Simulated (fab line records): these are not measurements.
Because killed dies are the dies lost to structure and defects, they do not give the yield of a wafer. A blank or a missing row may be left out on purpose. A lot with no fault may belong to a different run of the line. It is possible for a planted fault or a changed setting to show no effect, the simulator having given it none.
Chamber matching ; flow nand_harc ; rie_diel-12 running NHARC_A_STAIRCASE_TRIM_220: 4 sister chambers
The step chemistry O2, time 211.2 s. 16 wafers are shown with their chamber, then 8 later ones without.

## WAFERS WITH THEIR CHAMBER
wafer;chamber;drypump_motor_current_A (A);showerhead_plenum_p_Torr (Torr);oes_product_au (a.u.)
L074.3;3;5.61;3.37;0.975
L074.5;1;5.82;3.54;1.001
L074.6;0;5.87;3.42;1.010
L080.2;1;5.83;3.53;1.008
L080.3;2;5.77;3.53;1.015
L080.5;3;5.61;3.36;0.990
L085.1;2;5.80;3.52;0.986
L085.3;1;5.83;3.53;1.006
L085.6;0;5.88;3.40;0.996
L087.1;1;5.83;3.52;1.029
L087.3;3;5.61;3.35;0.979
L087.4;2;5.79;3.52;0.989
L089.1;3;5.60;3.35;0.973
L089.2;2;5.84;3.52;0.983
L089.3;0;5.87;3.39;1.006
L096.1;3;5.61;3.34;0.968

SIGNATURES (averages over the wafers above)
reading;chamber 0;chamber 1;chamber 2;chamber 3;scatter within a chamber
drypump_motor_current_A;5.8733;5.8275;5.8000;5.6080;0.0153
showerhead_plenum_p_Torr;3.4033;3.5300;3.5225;3.3540;0.0103
oes_product_au;1.00400;1.01100;0.99325;0.97700;0.0111
Rule: a wafer's distance from a chamber is the root of the sum, over the readings, of the square of ((its reading less the chamber's mean) divided by the reading's scatter). If the next closest chamber is less than 2 further off than the closest, the wafer can't be placed; otherwise it belongs to the closest. The scatter: the root of (the sum of the squares of (reading less its chamber's mean) over the shown wafers, divided by (wafers less chambers)).

## WAFERS WITH NO CHAMBER GIVEN
wafer;drypump_motor_current_A (A);showerhead_plenum_p_Torr (Torr);oes_product_au (a.u.)
L096.2;5.83;3.50;1.012
L096.4;5.79;3.50;0.975
L097.1;5.81;3.50;1.012
L097.2;5.60;3.33;0.984
L097.3;5.81;3.50;0.970
L097.4;5.60;3.33;0.970
L097.5;5.81;3.50;0.974
L097.6;5.83;3.50;1.017

## CHAMBER TAKEN BY EACH
wafer;from the rows above;in truth
L096.2;can't be placed: 1 or 2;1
L096.4;2;2
L097.1;can't be placed: 2 or 1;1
L097.2;3;3
L097.3;can't be placed: 2 or 1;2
L097.4;3;3
L097.5;can't be placed: 2 or 1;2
L097.6;can't be placed: 1 or 2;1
Placed correctly: 3 of 8. Cannot be placed on the basis of these rows: 5; the candidates contain the true chamber in 5. Wrongly placed: 0.
